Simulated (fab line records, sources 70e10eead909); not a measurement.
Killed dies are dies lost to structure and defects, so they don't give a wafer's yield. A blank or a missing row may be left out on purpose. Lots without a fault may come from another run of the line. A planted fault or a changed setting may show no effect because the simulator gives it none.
Which tool did it? | flow nand_harc | 6 lots, 18 wafers sampled, at 1 step of a route of 1302

WHAT THE GAUGES READ, wafer by wafer
NHARC_A_ONON_D1_THK_MEAS_21: measures by ellipsometry.
lot  | measured     | on            | thk_nm (nm)
L369 | day 9 12:32  | film_metro-01 | 988 990 990
L370 | day 9 23:15  | film_metro-02 | 987 990 990
L373 | day 11 06:29 | film_metro-02 | 998 997 998
L375 | day 11 22:59 | film_metro-02 | 1015 1015 1016
L385 | day 16 01:38 | film_metro-02 | 1003 1003 1003
L387 | day 17 06:52 | film_metro-02 | 997 998 997

WHICH TOOL RAN EACH LOT (tool, then ch and the chambers of the sampled wafers, then the start)
The record holds no process step before these readings.

THE ANSWER, worked out from the rows above alone
Rule: what is usual is taken from the lots themselves. Put in order of their means at a reading, lots are off if they are a third of the lots or fewer, leave a main group of 4 or more, and stand apart from it by a gap of 3 or more times the standard deviation of the main group's means; of several such gaps the widest counts. A main group whose means are all the same, to the digits that the tables above print for the reading, isn't used. A lot without any number at a reading at which 4 lots or more have one is off too. The other lots that the step has rows for count as sound.
No lot is off at any reading shown: from this, nothing can be told.

WHAT THE SIMULATOR HAD PUT IN
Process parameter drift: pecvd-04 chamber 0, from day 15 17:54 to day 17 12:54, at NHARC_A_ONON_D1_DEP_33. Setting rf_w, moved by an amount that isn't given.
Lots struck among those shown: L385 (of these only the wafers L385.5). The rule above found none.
